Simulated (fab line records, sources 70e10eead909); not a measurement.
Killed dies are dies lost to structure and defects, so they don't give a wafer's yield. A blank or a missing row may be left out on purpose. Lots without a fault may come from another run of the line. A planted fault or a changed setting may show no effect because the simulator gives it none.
fab line records | flow nand_harc
record lots=24 wafers=72 last_day=34
route steps=1302 shown A_M0@1148 A_M1@1184 HYBRID_BOND@1243 THIN_TSV@1246
lots that met no fault: from a run of the same line without faults
start_h: hours from the record's first day to the start of the lot's first wafer shown | wait_h: hours since the lot's step before | " the same as in the row above | L1.1+2: a row that stands for several wafers | - no value, or no start given | * or withheld: withheld | < > ~ a bound
route shown NAME@n: a module of which the file shows steps, and the number in the route of the first | usual: mean/standard deviation of fault-free wafers | same: alike in all rows | chamber/n: place in a boat | sites: the reading at each site | _std_site: their standard deviation | _edge_site: outer sites' mean less inner sites' | radius_mm: how far each site lies from the wafer's centre | mask NAME#n: copy n | behind: the tool/chamber that last shaped the wafer | hold: why the lot was held/for how many hours/how that ended | device: the transistor (n, p or np) that didn't switch | end of line: the same wafers' tests at the end of the route | a step without rows: its recipe alone | killed: dies lost to structure and defects at the first sort, not the wafer's yield | map: a wafer's dies, x killed, . not, _ none there
set.NAME: the setting as run; set.NAME@STEP: as run at that earlier step | model.NAME: the simulator's own value behind a step, which no gauge read
steps of the route over a sample of lots; a table a step, a row a wafer
services: from which hour (start_h, from the record's first day; less than 0 if before it) a tool's chamber was out of use, for how many hours, and why
## steps
# step NHARC_A_M0_OVL_MEAS_10
# recipe pitch_nm=160
# usual overlay_x_nm=0.3/0.76 overlay_y_nm=0.1/0.63
# columns lot.wafer tool chamber start_h wait_h overlay_x_nm overlay_y_nm
L074.2 overlay-01 - 521.00 - -0.2 0.5
L074.3 " - " " -0.4 0.3
L074.5 " - " " -0.7 1.0
L075.1 overlay-02 - 542.63 - 0.2 0.0
L075.2 " - " " 0.6 -0.4
L075.4 " - " " 0.2 0.2
L077.1 overlay-01 - 543.00 - 1.3 -0.4
L077.2 " - " " 1.0 0.4
L077.5 " - " " 0.9 0.2
L076.4 overlay-01 - 552.52 - 0.7 -0.1
L076.5 " - " " 0.1 0.0
L076.6 " - " " 0.2 -0.1
L078.1 overlay-02 - 556.89 - 0.7 0.9
L078.3 " - " " 0.6 0.8
L078.5 " - " " 1.2 0.6
L079.1 overlay-01 - 559.03 - 1.4 0.2
L079.3 " - " " 0.9 0.0
L079.5 " - " " 1.2 0.4
L080.2 overlay-01 - 584.67 - 0.2 -0.3
L080.5 " - " " 0.5 0.2
L080.6 " - " " 0.4 -0.3
L081.1 overlay-01 - 593.10 - 1.7 0.0
L081.4 " - " " 1.2 0.3
L081.6 " - " " 1.2 -0.4
L082.1 overlay-02 - 610.71 - -0.4 -0.7
L082.2 " - " " -0.6 -0.6
L082.5 " - " " -1.1 -0.3
L084.2 overlay-02 - 612.37 - 0.2 1.6
L084.4 " - " " 0.2 1.5
L084.6 " - " " -0.1 1.6
L083.3 overlay-01 - 615.56 - -1.2 -0.5
L083.4 " - " " -0.6 0.1
L083.6 " - " " -0.2 -0.3
L085.3 overlay-02 - 631.62 - 1.7 1.0
L085.4 " - " " 2.0 0.4
L085.6 " - " " 1.6 0.7
L086.1 overlay-02 - 632.90 - 0.9 -0.5
L086.3 " - " " 0.4 -0.6
L086.5 " - " " 1.0 -0.2
L087.1 overlay-01 - 642.59 - -0.8 0.5
L087.2 " - " " -0.7 0.5
L087.5 " - " " -0.9 0.8
L089.1 overlay-02 - 658.82 - 0.7 0.6
L089.3 " - " " 0.9 0.6
L089.4 " - " " 0.0 0.2
L088.2 overlay-01 - 660.61 - -0.2 -0.1
L088.4 " - " " -0.9 -0.1
L088.6 " - " " -0.8 0.1
L091.2 overlay-01 - 675.21 - 1.1 -0.5
L091.3 " - " " 0.4 -0.6
L091.4 " - " " 0.6 -0.6
L090.1 overlay-02 - 692.41 - -0.1 0.9
L090.3 " - " " -0.6 0.6
L090.6 " - " " -0.5 0.6
L095.1 overlay-02 - 709.53 - 0.0 -0.6
L095.2 " - " " 0.0 0.0
L095.3 " - " " 0.8 -0.5
L092.3 overlay-01 - 711.56 - 0.6 -0.6
L092.4 " - " " 0.1 -1.1
L092.6 " - " " -0.1 -0.7
L093.1 overlay-01 - 712.83 - -0.5 1.3
L093.3 " - " " -0.2 0.9
L093.5 " - " " 0.5 0.1
L094.2 overlay-01 - 726.14 - -0.3 -0.2
L094.5 " - " " 0.5 0.1
L094.6 " - " " 0.6 -0.1
L096.2 overlay-02 - 761.87 - 0.5 0.9
L096.5 " - " " 0.7 1.0
L096.6 " - " " 0.5 0.5
L097.2 overlay-01 - 764.91 - -0.4 -0.2
L097.3 " - " " -1.0 -0.8
L097.6 " - " " -0.9 0.0
# step NHARC_A_M0_INSPECT_27
# usual raw_defect_count=561/150
# columns lot.wafer tool chamber start_h wait_h raw_defect_count
L074.2 defect_inspect-02 - 523.62 0.0 513
L074.3 " - " " 423
L074.5 " - " " 496
L075.1 defect_inspect-02 - 545.21 0.0 447
L075.2 " - " " 541
L075.4 " - " " 482
L077.1 defect_inspect-01 - 545.56 0.0 822
L077.2 " - " " 577
L077.5 " - " " 719
L076.4 defect_inspect-01 - 555.09 0.0 616
L076.5 " - " " 721
L076.6 " - " " 718
L078.1 defect_inspect-01 - 559.47 0.0 635
L078.3 " - " " 524
L078.5 " - " " 490
L079.1 defect_inspect-02 - 561.62 0.0 304
L079.3 " - " " 389
L079.5 " - " " 322
L080.2 defect_inspect-02 - 587.24 0.0 816
L080.5 " - " " 529
L080.6 " - " " 632
L081.1 defect_inspect-01 - 595.71 0.0 617
L081.4 " - " " 1063
L081.6 " - " " 929
L082.1 defect_inspect-02 - 613.30 0.0 463
L082.2 " - " " 520
L082.5 " - " " 765
L084.2 defect_inspect-02 - 614.93 0.0 391
L084.4 " - " " 340
L084.6 " - " " 442
L083.3 defect_inspect-02 - 618.12 0.0 936
L083.4 " - " " 590
L083.6 " - " " 793
L085.3 defect_inspect-01 - 634.23 0.0 502
L085.4 " - " " 406
L085.6 " - " " 396
L086.1 defect_inspect-02 - 635.47 0.0 607
L086.3 " - " " 727
L086.5 " - " " 695
L087.1 defect_inspect-01 - 645.16 0.0 410
L087.2 " - " " 607
L087.5 " - " " 494
L089.1 defect_inspect-02 - 661.42 0.0 663
L089.3 " - " " 535
L089.4 " - " " 493
L088.2 defect_inspect-01 - 663.22 0.0 658
L088.4 " - " " 481
L088.6 " - " " 607
L091.2 defect_inspect-01 - 677.82 0.0 650
L091.3 " - " " 501
L091.4 " - " " 479
L090.1 defect_inspect-01 - 694.99 0.0 404
L090.3 " - " " 704
L090.6 " - " " 549
L095.1 defect_inspect-01 - 712.16 0.0 385
L095.2 " - " " 371
L095.3 " - " " 398
L092.3 defect_inspect-02 - 714.12 0.0 580
L092.4 " - " " 489
L092.6 " - " " 489
L093.1 defect_inspect-02 - 715.42 0.0 612
L093.3 " - " " 490
L093.5 " - " " 590
L094.2 defect_inspect-01 - 728.71 0.0 730
L094.5 " - " " 560
L094.6 " - " " 596
L096.2 defect_inspect-02 - 764.45 0.0 468
L096.5 " - " " 462
L096.6 " - " " 463
L097.2 defect_inspect-01 - 767.53 0.0 932
L097.3 " - " " 652
L097.6 " - " " 538
# step NHARC_A_M1_ETCH_15
# recipe target_depth_a=1825 time_s=91.2 c4f8_flow_sccm=withheld ar_flow_sccm=400 rf_w=600 bias_w=300 chemistry=C4F8/Ar
# usual bias_w=299.8/0.83 oes_product_au=0.957/0.022 rf_vpp_V=440.5/2
# same time_s=91.2
# columns lot.wafer tool chamber start_h wait_h bias_w oes_product_au rf_hours_counter_h rf_vpp_V
L074.3 rie_diel-08 0 - - 299.3 0.928 4.6 440.2
L074.2 " 1 " " 299.1 0.910 4.4 439.6
L074.5 " 1 " " 300.2 0.911 - 439.6
L075.1 rie_diel-13 1 - - 299.5 0.965 1.2 439.7
L075.2 " 0 " " 299.4 0.972 1.2 436.9
L075.4 " 0 " " 300.6 0.973 - 437.6
L077.1 rie_diel-05 0 - - 300.3 0.925 6.7 440.8
L077.2 " 3 " " 300.5 0.923 6.3 444.3
L077.5 " 0 " " 300.1 0.930 - 441.7
L076.4 rie_diel-08 2 - - 298.1 0.981 0.0 439.1
L076.6 " 1 " " 299.5 0.972 - 437.3
L076.5 " 2 " " 300.3 0.977 - 439.2
L078.3 rie_diel-08 2 - - 301.2 0.978 0.1 438.7
L078.1 " 0 " " 299.8 0.960 0.1 439.5
L078.5 " 2 " " 299.5 0.979 - 439.1
L079.3 rie_diel-13 3 - - 300.0 0.965 1.4 444.2
L079.1 " 0 " " 298.4 0.987 2.0 436.4
L079.5 " 3 " " 301.3 0.963 - 442.2
L080.2 rie_diel-13 1 - - 300.8 0.957 3.7 439.5
L080.6 " 3 " " 301.3 0.985 - 442.8
L080.5 " 0 " " 299.4 0.965 - 437.4
L081.4 rie_diel-13 0 - - 299.5 0.997 4.6 435.4
L081.1 " 1 " " 301.4 0.962 4.3 440.0
L081.6 " 0 " " 299.9 0.987 - 437.5
L082.2 rie_diel-13 3 - - 301.8 0.958 4.7 443.5
L082.1 " 0 " " 298.8 0.979 5.1 437.5
L082.5 " 3 " " 300.4 0.955 - 441.9
L084.2 rie_diel-08 1 616.76 0.1 301.3 0.943 1.5 439.3
L084.4 " 1 " " 301.1 0.948 - 438.2
L084.6 " 3 " " 299.9 0.950 - 440.0
L083.4 rie_diel-08 1 619.99 0.1 299.8 0.932 - 438.4
L083.3 " 3 " " 300.3 0.922 - 440.3
L083.6 " 1 " " 299.7 0.923 - 439.8
L085.4 rie_diel-08 1 - - 300.2 0.945 2.3 439.8
L085.3 " 2 " " 300.2 0.963 1.8 440.1
L085.6 " 1 " " 300.7 0.946 - 438.8
L086.3 rie_diel-08 2 - - 299.2 0.926 1.8 439.2
L086.1 " 0 " " 300.7 0.917 1.7 440.7
L086.5 " 2 " " 300.3 0.916 - 440.3
L087.2 rie_diel-05 1 - - 299.7 0.985 2.7 440.7
L087.1 " 2 " " 300.4 0.973 3.0 442.0
L087.5 " 1 " " 299.5 0.978 - 442.5
L089.3 rie_diel-08 2 - - 298.6 0.979 2.6 439.6
L089.4 " 3 " " 298.3 0.931 3.3 439.9
L089.1 " 1 " " 301.3 0.920 3.0 438.9
L088.2 rie_diel-08 2 - - 299.9 0.965 2.7 438.1
L088.4 " 0 " " 300.6 0.977 2.6 439.8
L088.6 " 1 " " 299.3 0.974 - 438.5
L091.2 rie_diel-05 3 - - 300.0 0.934 4.6 444.7
L091.3 " 0 " " 300.2 0.946 3.3 442.7
L091.4 " 1 " " 299.7 0.942 4.3 441.3
L090.3 rie_diel-08 1 - - 299.8 0.986 4.2 438.7
L090.1 " 2 " " 300.3 0.985 4.0 438.9
L090.6 " 0 " " 300.2 0.967 - 441.5
L095.1 rie_diel-13 2 - - 300.4 0.976 0.4 443.2
L095.3 " 3 " " 301.0 0.968 0.4 441.7
L095.2 " 1 " " 298.7 0.981 0.5 439.9
L092.4 rie_diel-13 0 - - 300.1 0.956 0.5 437.1
L092.3 " 1 " " 298.1 0.953 0.5 440.4
L092.6 " 2 " " 299.9 0.972 - 443.0
L093.1 rie_diel-13 3 - - 299.5 0.992 0.5 441.4
L093.3 " 0 " " 299.9 0.969 0.6 437.7
L093.5 " 3 " " 298.8 0.985 - 442.1
L094.2 rie_diel-13 0 - - 299.3 0.927 1.6 436.3
L094.5 " 3 " " 298.9 0.924 - 442.2
L094.6 " 0 " " 300.0 0.931 - 437.1
L096.2 rie_diel-13 0 - - 300.7 0.957 3.1 438.2
L096.5 " 0 " " 300.4 0.959 - 437.8
L096.6 " 1 " " 299.3 0.965 - 440.0
L097.3 rie_diel-13 2 - - 298.9 0.980 3.4 442.9
L097.2 " 0 " " 299.1 0.961 3.4 436.6
L097.6 " 1 " " 300.0 0.982 - 439.1
# step NHARC_A_M1_INSPECT_27
# usual raw_defect_count=526/120
# columns lot.wafer tool chamber start_h wait_h raw_defect_count
L074.2 defect_inspect-01 - 527.76 0.0 1027
L074.3 " - " " 801
L074.5 " - " " 540
L075.1 defect_inspect-01 - 549.45 0.0 706
L075.2 " - " " 459
L075.4 " - " " 558
L077.1 defect_inspect-02 - 549.76 0.0 526
L077.2 " - " " 564
L077.5 " - " " 615
L076.4 defect_inspect-02 - 559.24 0.0 327
L076.5 " - " " 359
L076.6 " - " " 340
L078.1 defect_inspect-02 - 563.78 0.0 541
L078.3 " - " " 641
L078.5 " - " " 643
L079.1 defect_inspect-02 - 565.95 0.0 536
L079.3 " - " " 686
L079.5 " - " " 491
L080.2 defect_inspect-02 - 591.62 0.0 377
L080.5 " - " " 397
L080.6 " - " " 326
L081.1 defect_inspect-01 - 599.91 0.0 648
L081.4 " - " " 557
L081.6 " - " " 406
L082.1 defect_inspect-02 - 617.34 0.0 605
L082.2 " - " " 480
L082.5 " - " " 521
L084.2 defect_inspect-02 - 619.19 0.0 334
L084.4 " - " " 350
L084.6 " - " " 384
L083.3 defect_inspect-02 - 622.42 0.0 704
L083.4 " - " " 476
L083.6 " - " " 601
L085.3 defect_inspect-01 - 638.68 0.0 429
L085.4 " - " " 451
L085.6 " - " " 398
L086.1 defect_inspect-01 - 639.60 0.0 510
L086.3 " - " " 448
L086.5 " - " " 622
L087.1 defect_inspect-01 - 650.30 0.0 639
L087.2 " - " " 651
L087.5 " - " " 680
L089.1 defect_inspect-02 - 665.78 0.0 577
L089.3 " - " " 487
L089.4 " - " " 474
L088.2 defect_inspect-01 - 667.51 0.0 434
L088.4 " - " " 357
L088.6 " - " " 410
L091.2 defect_inspect-02 - 682.21 0.0 672
L091.3 " - " " 650
L091.4 " - " " 447
L090.1 defect_inspect-01 - 699.12 0.0 547
L090.3 " - " " 506
L090.6 " - " " 646
L095.1 defect_inspect-02 - 716.32 0.0 617
L095.2 " - " " 588
L095.3 " - " " 579
L092.3 defect_inspect-02 - 718.31 0.0 486
L092.4 " - " " 520
L092.6 " - " " 517
L093.1 defect_inspect-02 - 719.58 0.0 564
L093.3 " - " " 503
L093.5 " - " " 430
L094.2 defect_inspect-02 - 732.74 0.0 535
L094.5 " - " " 603
L094.6 " - " " 568
L096.2 defect_inspect-02 - 768.57 0.0 461
L096.5 " - " " 428
L096.6 " - " " 474
L097.2 defect_inspect-01 - 771.71 0.0 528
L097.3 " - " " 464
L097.6 " - " " 583
# step NHARC_HYBRID_BOND_INSPECT_06
# recipe inspect_instrument=ir_void
# usual raw_defect_count=91/28
# columns lot.wafer tool chamber start_h wait_h raw_defect_count
L074.2 defect_inspect-01 - 542.26 0.1 67
L074.3 " - " " 60
L074.5 " - " " 67
L075.1 defect_inspect-01 - 563.75 0.0 109
L075.2 " - " " 100
L075.4 " - " " 108
L077.1 defect_inspect-02 - 563.75 0.0 140
L077.2 " - " " 127
L077.5 " - " " 127
L078.1 defect_inspect-01 - 576.63 0.0 132
L078.3 " - " " 136
L078.5 " - " " 109
L076.4 defect_inspect-02 - 576.64 0.1 17
L076.5 " - " " 32
L076.6 " - " " 25
L079.1 defect_inspect-01 - 580.95 0.0 38
L079.3 " - " " 35
L079.5 " - " " 37
L081.1 defect_inspect-01 - 611.19 0.0 119
L081.4 " - " " 127
L081.6 " - " " 115
L080.2 defect_inspect-02 - 611.20 0.1 87
L080.5 " - " " 87
L080.6 " - " " 97
L082.1 defect_inspect-01 - 631.52 0.0 98
L082.2 " - " " 94
L082.5 " - " " 78
L084.2 defect_inspect-02 - 631.52 0.1 84
L084.4 " - " " 91
L084.6 " - " " 91
L083.3 defect_inspect-02 - 636.71 0.1 92
L083.4 " - " " 85
L083.6 " - " " 85
L086.1 defect_inspect-01 - 652.54 0.0 99
L086.3 " - " " 100
L086.5 " - " " 102
L085.3 defect_inspect-02 - 652.55 0.1 62
L085.4 " - " " 86
L085.6 " - " " 72
L087.1 defect_inspect-02 - 664.53 0.0 80
L087.2 " - " " 78
L087.5 " - " " 75
L089.1 defect_inspect-01 - 680.21 0.0 81
L089.3 " - " " 80
L089.4 " - " " 76
L088.2 defect_inspect-02 - 680.22 0.1 93
L088.4 " - " " 111
L088.6 " - " " 136
L091.2 defect_inspect-01 - 698.53 0.1 126
L091.3 " - " " 125
L091.4 " - " " 110
L090.1 defect_inspect-02 - 714.32 0.0 124
L090.3 " - " " 134
L090.6 " - " " 135
L095.1 defect_inspect-02 - 730.60 0.0 78
L095.2 " - " " 83
L095.3 " - " " 84
L092.3 defect_inspect-01 - 730.61 0.1 84
L092.4 " - " " 68
L092.6 " - " " 65
L093.1 defect_inspect-02 - 730.62 0.1 152
L093.3 " - " " 115
L093.5 " - " " 87
L094.2 defect_inspect-01 - 752.93 0.1 137
L094.5 " - " " 130
L094.6 " - " " 123
L096.2 defect_inspect-01 - 782.62 0.1 98
L096.5 " - " " 72
L096.6 " - " " 82
L097.2 defect_inspect-02 - 788.25 0.1 90
L097.3 " - " " 85
L097.6 " - " " 58
# step NHARC_THIN_TSV_THK_MEAS_02
# recipe thk_meas_gauge=ir
# usual thk_nm=3023/200
# columns lot.wafer tool chamber start_h wait_h thk_nm
L074.2 film_metro-02 - 543.92 - 2973
L074.3 " - " " 3017
L074.5 " - " " 2895
L075.1 film_metro-01 - 565.39 0.2 3119
L075.2 " - " " 3020
L075.4 " - " " 3026
L077.1 film_metro-02 - 566.58 - 2615
L077.2 " - " " 2820
L077.5 " - " " 2811
L078.1 film_metro-01 - 578.27 0.2 3106
L078.3 " - " " 2961
L078.5 " - " " 3065
L076.4 film_metro-01 - 579.46 - 3072
L076.5 " - " " 3090
L076.6 " - " " 3157
L079.1 film_metro-01 - 582.58 0.2 3239
L079.3 " - " " 2633
L079.5 " - " " 3281
L080.2 film_metro-02 - 612.84 0.2 3189
L080.5 " - " " 2939
L080.6 " - " " 2645
L081.1 film_metro-02 - 614.02 - 3136
L081.4 " - " " 3585
L081.6 " - " " 3401
L084.2 film_metro-02 - 633.17 0.2 3121
L084.4 " - " " 2619
L084.6 " - " " 3125
L082.1 film_metro-01 - 634.37 - 3103
L082.2 " - " " 3051
L082.5 " - " " 3143
L083.3 film_metro-01 - 638.35 - 3268
L083.4 " - " " 3383
L083.6 " - " " 3545
L085.3 film_metro-02 - 654.20 0.2 2936
L085.4 " - " " 2903
L085.6 " - " " 3112
L086.1 film_metro-02 - 655.38 - 3248
L086.3 " - " " 3066
L086.5 " - " " 3191
L087.1 film_metro-01 - 666.16 0.2 3080
L087.2 " - " " 2939
L087.5 " - " " 2994
L089.1 film_metro-02 - 681.86 - 2983
L089.3 " - " " 2974
L089.4 " - " " 2831
L088.2 film_metro-02 - 683.05 - 2909
L088.4 " - " " 3349
L088.6 " - " " 3077
L091.2 film_metro-02 - 700.19 0.2 3172
L091.3 " - " " 2799
L091.4 " - " " 2812
L090.1 film_metro-01 - 715.96 0.2 3017
L090.3 " - " " 2864
L090.6 " - " " 3146
L095.1 film_metro-02 - 732.26 - 3090
L095.2 " - " " 3309
L095.3 " - " " 2743
L092.3 film_metro-02 - 733.46 - 2795
L092.4 " - " " 3194
L092.6 " - " " 2776
L093.1 film_metro-01 - 734.65 0.2 2722
L093.3 " - " " 3141
L093.5 " - " " 2944
L094.2 film_metro-02 - 756.38 0.2 2890
L094.5 " - " " 2788
L094.6 " - " " 3108
L096.2 film_metro-02 - 784.25 - 2992
L096.5 " - " " 2648
L096.6 " - " " 3084
L097.2 film_metro-01 - 789.91 0.2 2957
L097.3 " - " " 3007
L097.6 " - " " 2938
## services
# columns tool chamber start_h hours kind
rie_diel-05 2 503.80 13.0 repair
rie_diel-13 - 519.31 9.0 pm
rie_diel-13 0 519.31 9.0 vent_cycle
rie_diel-13 1 519.31 9.0 vent_cycle
rie_diel-13 2 519.31 9.0 vent_cycle
rie_diel-13 3 519.31 9.0 vent_cycle
rie_diel-08 - 544.80 9.0 pm
rie_diel-13 3 545.48 4.0 repair
rie_diel-13 2 555.06 7.5 repair
rie_diel-05 - 583.62 9.0 pm
rie_diel-05 - 593.27 6.7 repair
rie_diel-08 2 606.43 14.8 repair
rie_diel-05 - 609.26 15.1 repair
rie_diel-08 0 615.90 8.1 repair
rie_diel-08 1 623.59 8.9 repair
rie_diel-05 2 668.37 4.2 repair
rie_diel-13 - 696.31 9.0 pm
rie_diel-08 2 703.81 1.7 repair
rie_diel-08 - 721.80 9.0 pm
rie_diel-13 - 739.10 0.7 repair
rie_diel-08 0 740.52 8.9 repair
rie_diel-05 1 745.48 2.5 repair
rie_diel-05 3 748.29 3.1 repair
rie_diel-05 - 760.62 9.0 pm
## key
fault none
